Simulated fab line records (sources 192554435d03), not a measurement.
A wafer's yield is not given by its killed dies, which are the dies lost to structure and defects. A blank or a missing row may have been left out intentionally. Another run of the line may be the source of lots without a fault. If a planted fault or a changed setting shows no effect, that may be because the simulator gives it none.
Chamber matching	flow n5-finfet	N5_HKMG_FIN_ETCH_58 on rie-diel-04: 4 sister chambers
The step etches SOC in N2/H2, target depth 215.8 nm, time 741 s. 20 wafers are shown with their chamber, then 10 later ones without.

== WAFERS, EACH WITH ITS CHAMBER ==
wafer	chamber	drypump-motor-current-A (A)	showerhead-plenum-p-Torr (Torr)	throttle-valve-pct (%)
L075.2	1	5.3	2.57	17.34
L075.3	2	5.4	2.64	18.31
L075.4	0	6.4	2.41	18.03
L076.1	3	6.5	2.65	17.51
L076.2	1	5.3	2.57	17.35
L076.4	2	5.5	2.64	18.31
L078.1	0	6.4	2.41	18.03
L078.3	2	5.5	2.64	18.31
L078.5	2	5.4	2.64	18.30
L080.3	3	6.5	2.65	17.49
L080.5	2	5.4	2.64	18.34
L080.6	0	6.4	2.40	18.03
L081.1	3	6.5	2.64	17.51
L081.3	0	6.4	2.40	18.04
L081.6	0	6.4	2.40	18.03
L083.1	1	5.3	2.57	17.38
L083.4	2	5.4	2.63	18.35
L083.6	3	6.5	2.64	17.54
L086.1	3	6.5	2.64	17.53
L086.4	2	5.4	2.63	18.35

SIGNATURES, as means of the wafers listed above
reading	chamber 0	chamber 1	chamber 2	chamber 3	scatter within a chamber
drypump-motor-current-A	6.400	5.300	5.429	6.500	0.0299
showerhead-plenum-p-Torr	2.4040	2.5700	2.6371	2.6440	0.00489
throttle-valve-pct	18.0320	17.3567	18.3243	17.5160	0.0181
Rule: for a wafer and a chamber, the distance is found by dividing, reading by reading, the gap between the wafer's reading and the chamber's mean by the reading's scatter, squaring, summing and taking the root. If the next closest chamber is less than 2 further off than the closest, the wafer can't be placed; otherwise it belongs to the closest. How the scatter is found: for the shown wafers, subtract from each reading the mean of its chamber, square and add these, divide the total by (wafers less chambers), then take the root.

== WAFERS WHOSE CHAMBER IS MISSING ==
wafer	drypump-motor-current-A (A)	showerhead-plenum-p-Torr (Torr)	throttle-valve-pct (%)
L086.6	6.4	2.72	17.64
L091.1	6.5	2.63	17.53
L091.4	5.5	2.63	18.38
L091.6	5.4	2.63	18.37
L096.1	5.4	2.62	18.37
L096.2	5.3	2.56	17.42
L096.3	6.4	2.63	17.56
L094.1	6.4	2.71	17.66
L094.4	5.4	2.62	18.38
L094.5	5.3	2.56	17.43

== WHICH CHAMBER EACH ONE RAN IN ==
wafer	from the rows above	in truth
L086.6	3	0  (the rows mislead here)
L091.1	3	3
L091.4	2	2
L091.6	2	2
L096.1	2	2
L096.2	1	1
L096.3	3	3
L094.1	3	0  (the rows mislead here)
L094.4	2	2
L094.5	1	1
Correctly placed: 8 of 10. Not placeable from these rows: 0. 2 placed wrongly.
